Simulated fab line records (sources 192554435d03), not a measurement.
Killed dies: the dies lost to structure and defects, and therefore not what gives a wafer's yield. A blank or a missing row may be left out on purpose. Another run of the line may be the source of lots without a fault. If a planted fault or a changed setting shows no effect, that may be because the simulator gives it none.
Matching of chambers | flow n5 finfet | rie diel-02 running N5_GATE_CUT_ETCH_28: 4 sister chambers
The step etches underlayer in N2/H2, target depth 13 nm, time 10.4 s. 7 wafers are shown with their chamber, then 7 later ones without.

WAFERS PAIRED WITH THEIR CHAMBERS
wafer  | chamber | showerhead plenum p Torr (Torr) | throttle valve pct (%)
L083.1 | 3       | 2.62                            | 17.82
L083.2 | 2       | 2.49                            | 17.69
L087.1 | 0       | 2.55                            | 18.10
L087.3 | 1       | 2.35                            | 17.40
L087.6 | 1       | 2.35                            | 17.41
L089.1 | 0       | 2.55                            | 18.09
L089.5 | 3       | 2.61                            | 17.83

WAFERS WITHOUT THEIR CHAMBER
wafer  | showerhead plenum p Torr (Torr) | throttle valve pct (%)
L089.6 | 2.54                            | 18.10
L092.1 | 2.34                            | 17.42
L092.2 | 2.54                            | 18.10
L092.4 | 2.61                            | 17.41
L095.3 | 2.34                            | 17.41
L095.4 | 2.54                            | 18.13
L095.6 | 2.61                            | 17.43

WHICH CHAMBER EACH ONE RAN IN
wafer  | from the rows above | in truth
L089.6 | 0                   | 0
L092.1 | 1                   | 1
L092.2 | 0                   | 0
L092.4 | 2                   | 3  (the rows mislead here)
L095.3 | 1                   | 1
L095.4 | 0                   | 0
L095.6 | 2                   | 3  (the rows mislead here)
Correct placement for 5 of the 7. Number that these rows cannot place: 0. Wrongly placed: 2.
How it was worked out, from the rows above alone: a wafer's distance from a chamber is the root of the sum, over the readings, of the square of ((its reading less the chamber's mean) divided by the reading's scatter). The wafer belongs to the nearest chamber; if the next one is less than 2 further off, it can't be placed. Each chamber's mean is taken over the wafers shown for it. How the scatter is found: for the shown wafers, subtract from each reading the mean of its chamber, square and add these, divide the total by (wafers less chambers), then take the root.
